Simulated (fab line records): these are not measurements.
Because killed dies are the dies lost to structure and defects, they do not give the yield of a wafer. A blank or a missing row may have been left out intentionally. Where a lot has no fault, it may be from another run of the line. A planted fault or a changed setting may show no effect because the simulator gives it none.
Comparing a struck lot with a sound one + flow nandHarc + 39 out of 1159 route steps
Sound: wafers L176.1, L176.2, L176.6. Wafers struck: L187.1, L187.3, L187.5. The cause is named last.
Per side, at each step with rows, come the tool, then ch with its chambers, and then its first start. Under that, the readings that differ: sound wafers + struck wafers + difference of the means + sigmas: that difference in standard deviations of wafers without a fault.
alike: readings with means less than 2 such deviations apart, plus words and numbers identical on both sides. not compared: withheld readings, readings lacking a value on some wafer, bounds such as >300 that could conceal the same value, and numbers that have no deviation in the record and whose values overlap.
The two part at a step that has a row with sigmas, a row that says differs or no value, or rows on one side only. When numbers do not overlap yet have no deviation, they are printed without sigmas and do not part them. A reading missing from all wafers of one side parts the sides only when that side holds two or more wafers.

first, 8 steps without rows for these wafers: NHARC_A_STAIRCASE_EBR_05; NHARC_A_STAIRCASE_EXPOSE_06 (exposes mask STAIR); NHARC_A_STAIRCASE_PEB_07 (peb time 130 s); NHARC_A_STAIRCASE_DEVELOP_08 (time 140 s); NHARC_A_STAIRCASE_HARDBAKE_10 (time 140 s); NHARC_A_STAIRCASE_DESCUM_11 (chemistry O2, time 3 s); NHARC_A_STAIRCASE_TRIM_12 (chemistry O2, time 211.2 s); NHARC_A_STAIRCASE_ETCH_13 (etches the open film in C4F8/O2, target depth 100 nm, time 40.5 s).
NHARC_A_STAIRCASE_TRIM_14: chemistry O2, time 211.2 s.
  sound: rieDiel-11 ch 0,1,2; struck: rieDiel-12 ch 0,3
  alike: drypumpMotorCurrentA, mfcArSccm, oesProductAu, rfVppV, showerheadPlenumPTorr, throttleValvePct
  not compared: rfHoursCounterH
NHARC_A_STAIRCASE_ETCH_15: etches the open film in C4F8/O2, target depth 100 nm, time 40.5 s.
  sound: rieDiel-11 ch 1,2; struck: rieDiel-12 ch 0,2,3
  alike: oesProductAu, rfVppV
  not compared: rfHoursCounterH
then, 1 step without rows for these wafers: NHARC_A_STAIRCASE_TRIM_16 (chemistry O2, time 211.2 s).
NHARC_A_STAIRCASE_ETCH_17: etches the open film in C4F8/O2, target depth 100 nm, time 40.5 s.
  sound on rieDiel-11 ch 0,1,3, day 10 21:41; struck on rieDiel-12 ch 0,1,2, day 13 23:45
  alike: oesProductAu, rfVppV
  not compared: rfHoursCounterH
NHARC_A_STAIRCASE_TRIM_18: chemistry O2, time 211.2 s.
  sound: rieDiel-11 ch 0,1,3; struck: rieDiel-12 ch 0,1,3
  alike: drypumpMotorCurrentA, mfcArSccm, oesProductAu, rfVppV, showerheadPlenumPTorr, throttleValvePct
  not compared: rfHoursCounterH
then, 7 steps without rows for these wafers: NHARC_A_STAIRCASE_ETCH_19 (etches the open film in C4F8/O2, target depth 100 nm, time 40.5 s); NHARC_A_STAIRCASE_TRIM_20 (chemistry O2, time 211.2 s); NHARC_A_STAIRCASE_ETCH_21 (etches the open film in C4F8/O2, target depth 100 nm, time 40.5 s); NHARC_A_STAIRCASE_TRIM_22 (chemistry O2, time 211.2 s); NHARC_A_STAIRCASE_ETCH_23 (etches the open film in C4F8/O2, target depth 100 nm, time 40.5 s); NHARC_A_STAIRCASE_TRIM_24 (chemistry O2, time 211.2 s); NHARC_A_STAIRCASE_ETCH_25 (etches the open film in C4F8/O2, target depth 100 nm, time 40.5 s).
NHARC_A_STAIRCASE_TRIM_26: chemistry O2, time 211.2 s.
  sound: rieDiel-11 ch 0,3; struck: rieDiel-12 ch 1,2,3
  alike: drypumpMotorCurrentA, mfcArSccm, oesProductAu, rfVppV, showerheadPlenumPTorr, throttleValvePct
  not compared: rfHoursCounterH
NHARC_A_STAIRCASE_ETCH_27: etches the open film in C4F8/O2, target depth 100 nm, time 40.5 s.
  sound: rieDiel-11 ch 0,3; struck: rieDiel-12 ch 0,2,3
  alike: oesProductAu, rfVppV
  not compared: rfHoursCounterH
then, 16 steps without rows for these wafers: NHARC_A_STAIRCASE_STRIP_175 (strips in O2); NHARC_A_STAIRCASE_STRIP_148 (strips in SPM, time 900 s); NHARC_A_STAIRCASE_PRECLEAN_149 (cleans in SC1); NHARC_A_STAIRCASE_SRD_150; NHARC_A_STAIRCASE_DEHYDRATE_176 (time 120 s); NHARC_A_STAIRCASE_HMDS_177 (time 30 s); NHARC_A_STAIRCASE_COAT_178; NHARC_A_STAIRCASE_SOFTBAKE_179 (time 170 s); NHARC_A_STAIRCASE_EBR_180; NHARC_A_STAIRCASE_EXPOSE_181 (exposes mask STAIR 2); NHARC_A_STAIRCASE_PEB_182 (peb time 130 s); NHARC_A_STAIRCASE_DEVELOP_183 (time 140 s); NHARC_A_STAIRCASE_HARDBAKE_185 (time 140 s); NHARC_A_STAIRCASE_DESCUM_186 (chemistry O2, time 3 s); NHARC_A_STAIRCASE_TRIM_187 (chemistry O2, time 211.2 s); NHARC_A_STAIRCASE_ETCH_188 (etches the open film in C4F8/O2, target depth 100 nm, time 40.5 s).
-- break in the record here, with 8 days between the starts of the struck wafers on either side (left off in module A_STAIRCASE, picked up again in module END, where the first step shown is number 1159 on the route) --
NHARC_END_SORT_01:
  here the record holds rows for the struck wafers (prober-01 ch 0, day 22 07:21) but none for the sound ones

== WHERE THEY PART ==
NHARC_END_SORT_01 only, going by this record.

WHY: what had been put in by the simulator
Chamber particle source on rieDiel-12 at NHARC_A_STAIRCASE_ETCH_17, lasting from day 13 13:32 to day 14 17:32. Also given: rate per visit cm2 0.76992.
